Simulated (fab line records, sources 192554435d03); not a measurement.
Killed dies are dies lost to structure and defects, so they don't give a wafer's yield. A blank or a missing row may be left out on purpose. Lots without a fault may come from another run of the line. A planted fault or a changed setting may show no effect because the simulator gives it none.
A struck lot beside a sound one | flow n5_finfet | 44 steps out of a route of 1938
Sound: wafers L175.2, L175.4, L175.6. Struck: wafers L184.1, L184.2, L184.5. The cause comes at the end.
At each step with rows: each side's tool, then ch and its chambers, then its first start. Under that, the readings that differ: sound wafers | struck wafers | difference of the means | sigmas: that difference in standard deviations of wafers without a fault.
alike: readings whose means differ by less than 2 such deviations, and words and numbers that are the same on both sides. not compared: withheld readings, readings that some wafer has no value for, bounds like >300 that may hide the same value, and numbers for which the record gives no deviation and whose values overlap.
The two part at a step that has a row with sigmas, a row that says differs or no value, or rows on one side only. Numbers that don't overlap but have no deviation are shown without sigmas and don't part them. A reading that every wafer of one side lacks parts them only if that side has two wafers or more.

first, 7 steps without rows for these wafers: N5_WELL_APT_COAT_02 (resist thk 950 nm); N5_WELL_APT_EBR_04; N5_WELL_APT_SOFTBAKE_03 (time 60 s); N5_WELL_APT_EXPOSE_05 (exposes mask NWELL, defocus 0 nm, target cd 200 nm); N5_WELL_APT_PEB_06 (peb time 90 s); N5_WELL_APT_DEVELOP_07 (develop time 45 s); N5_WELL_APT_HARDBAKE_12 (time 120 s).
N5_WELL_APT_CD_MEAS_08: target cd 200 nm.
  sound on cd_sem-02 ch 0, day 1 13:44; struck on cd_sem-01 ch 0, day 3 19:44
  alike: cd_nm
N5_WELL_APT_OVL_MEAS_09:
  sound on overlay-01 ch 0, day 1 13:46; struck on overlay-01 ch 0, day 3 19:46
  alike: NWELL_OVL
N5_WELL_APT_INSPECT_10: inspects for defects (macro).
  sound on defect_inspect-02, day 1 13:47; struck on defect_inspect-01, day 3 19:47
  alike: raw_defect_count
N5_WELL_APT_DESCUM_13: chemistry O2, time 7.9 s.
  sound on rie_diel-05 ch 1,2, day 1 13:49; struck on rie_diel-05 ch 0,1,3, day 3 19:49
  alike: drypump_motor_current_A, oes_product_au, rf_vpp_V, showerhead_plenum_p_Torr, throttle_valve_pct
  not compared: rf_hours_counter_h
then, 1 step without rows for these wafers: N5_WELL_APT_IMPLANT_14.
N5_WELL_APT_IMPLANT_15:
  sound on implanter-01 ch 0, day 1 14:07; struck on implanter-01 ch 0, day 3 20:05
  reading            | sound                            | struck                        | difference | sigmas
  dose_ions_cm2      | 1.5005e+13 1.4995e+13 1.5027e+13 | 9.284e+12 9.315e+12 9.292e+12 | -5.712e+12 | -99 or more
  faraday_current_uA | 194 186 187                      | 119 118 118                   | -71        | -19
then, 9 steps without rows for these wafers: N5_WELL_APT_STRIP_16 (strips in SPM, time 900 s); N5_WELL_APT_HMDS_18 (time 60 s); N5_WELL_APT_COAT_19 (resist thk 950 nm); N5_WELL_APT_EBR_21; N5_WELL_APT_SOFTBAKE_20 (time 60 s); N5_WELL_APT_EXPOSE_22 (exposes mask PWELL, defocus 0 nm, target cd 200 nm); N5_WELL_APT_PEB_23 (peb time 90 s); N5_WELL_APT_DEVELOP_24 (develop time 45 s); N5_WELL_APT_HARDBAKE_29 (time 120 s).
N5_WELL_APT_CD_MEAS_25: target cd 200 nm.
  sound on cd_sem-01 ch 0, day 1 14:51; struck on cd_sem-02 ch 0, day 3 20:59
  alike: cd_nm
N5_WELL_APT_OVL_MEAS_26:
  sound on overlay-02 ch 0, day 1 14:53; struck on overlay-02 ch 0, day 3 21:01
  alike: PWELL_OVL
N5_WELL_APT_INSPECT_27: inspects for defects (macro).
  sound on defect_inspect-02, day 1 14:54; struck on defect_inspect-01, day 3 21:03
  alike: raw_defect_count
N5_WELL_APT_DESCUM_30: chemistry O2, time 7.9 s.
  sound on rie_diel-05 ch 1,3, day 1 14:56; struck on rie_diel-04 ch 2,3, day 3 21:20
  alike: drypump_motor_current_A, oes_product_au, rf_vpp_V, showerhead_plenum_p_Torr, throttle_valve_pct
  not compared: rf_hours_counter_h
then, 3 steps without rows for these wafers: N5_WELL_APT_IMPLANT_31; N5_WELL_APT_IMPLANT_32; N5_WELL_APT_STRIP_33 (strips in SPM, time 900 s).
N5_WELL_APT_RTA_34: time 10 s.
  sound on rtp_anneal-02 ch 0, day 1 15:54; struck on rtp_anneal-02 ch 0, day 3 22:29
  alike: lamp_power_pct, lamp_zone_1_pct, wafer_temp_C_max
then, 4 steps without rows for these wafers: N5_WELL_APT_OXIDE_STRIP_42 (strips SiO2 in dHF, time 45 s, target depth 12 nm); N5_WELL_APT_PRECLEAN_36 (cleans in O3/DIW, time 45 s); N5_WELL_APT_PRECLEAN_39 (cleans in dHF, time 60 s); N5_WELL_APT_SRD_37 (time 30 s).
N5_WELL_APT_EPI_41: deposits Si from SiH4/H2, target thk 50 nm, time 297.7 s.
  sound on epi_rpcvd-04 ch 0, day 1 16:15; struck on epi_rpcvd-03 ch 0, day 3 22:50
  reading            | sound          | struck         | difference | sigmas
  lamp_inner_pct (%) | 13.5 13.7 13.7 | 16.0 15.9 16.1 | +2.4       | +2
  alike: throttle_valve_pct
N5_WELL_APT_INSPECT_38: inspects for defects (darkfield).
  sound on defect_inspect-02, day 1 16:58; struck on defect_inspect-01, day 3 23:28
  alike: raw_defect_count
N5_PMOS_HMC_CHANNEL_EPI_HM_DEP_34: deposits SiO2 from TEOS/O2, target thk 36 nm, time 6.9 s.
  sound on pecvd-04 ch 0,1, day 1 16:59; struck on pecvd-03 ch 1,2, day 3 23:31
  reading                | sound          | struck         | difference | sigmas
  throttle_valve_pct (%) | 19.5 19.7 20.1 | 17.8 18.3 17.5 | -1.9       | -2
  alike: heater_power_w, showerhead_plenum_p_Torr
then, 5 steps without rows for these wafers: N5_PMOS_HMC_CHANNEL_EPI_COAT_31 (time 60 s, resist thk 66 nm); N5_PMOS_HMC_CHANNEL_EPI_COAT_03 (resist thk 205 nm); N5_PMOS_HMC_CHANNEL_EPI_EBR_05; N5_PMOS_HMC_CHANNEL_EPI_SOFTBAKE_04 (time 60 s); N5_PMOS_HMC_CHANNEL_EPI_EXPOSE_06 (exposes mask PMOS HMC BLK, target cd 240 nm).
-- the record jumps here: 6 days lie between the struck wafers' starts before and after (it left off in module PMOS_HMC_CHANNEL_EPI and takes up again in module BEOL_M4, whose first step shown is number 1111 of the route) --
N5_BEOL_M4_RC_MEAS_101:
  sound on prober-01 ch 0, day 8 01:58; struck on prober-01 ch 0, day 9 21:19
  reading        | sound          | struck         | difference | sigmas
  CJ_P           | 5.65 5.70 5.83 | 4.62 4.39 4.50 | -1.22      | -7
  IOFF_P (nA/um) | 0.16 0.17 0.17 | 0.26 0.24 0.25 | +0.08      | +2
  SS_P (mV/dec)  | 72.1 72.1 71.9 | 73.4 73.7 73.6 | +1.5       | +2
  VT_P (mV)      | -254 -252 -254 | -246 -247 -244 | +8         | +2
  alike: DIBL_N, DIBL_P, IOFF_N, ION_N, ION_P, SS_N, VT_N
N5_PASSIVATION_PROBE_49:
  the record has rows for the sound wafers here (prober-01, day 12 10:33) and none for the struck ones

WHERE THEY PART
First at N5_WELL_APT_IMPLANT_15; last, within this record, at N5_PASSIVATION_PROBE_49.

WHY: what the simulator had put in
Process parameter drift: implanter-01, from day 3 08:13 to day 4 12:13, at N5_WELL_APT_IMPLANT_15. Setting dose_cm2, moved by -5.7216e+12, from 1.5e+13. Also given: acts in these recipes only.
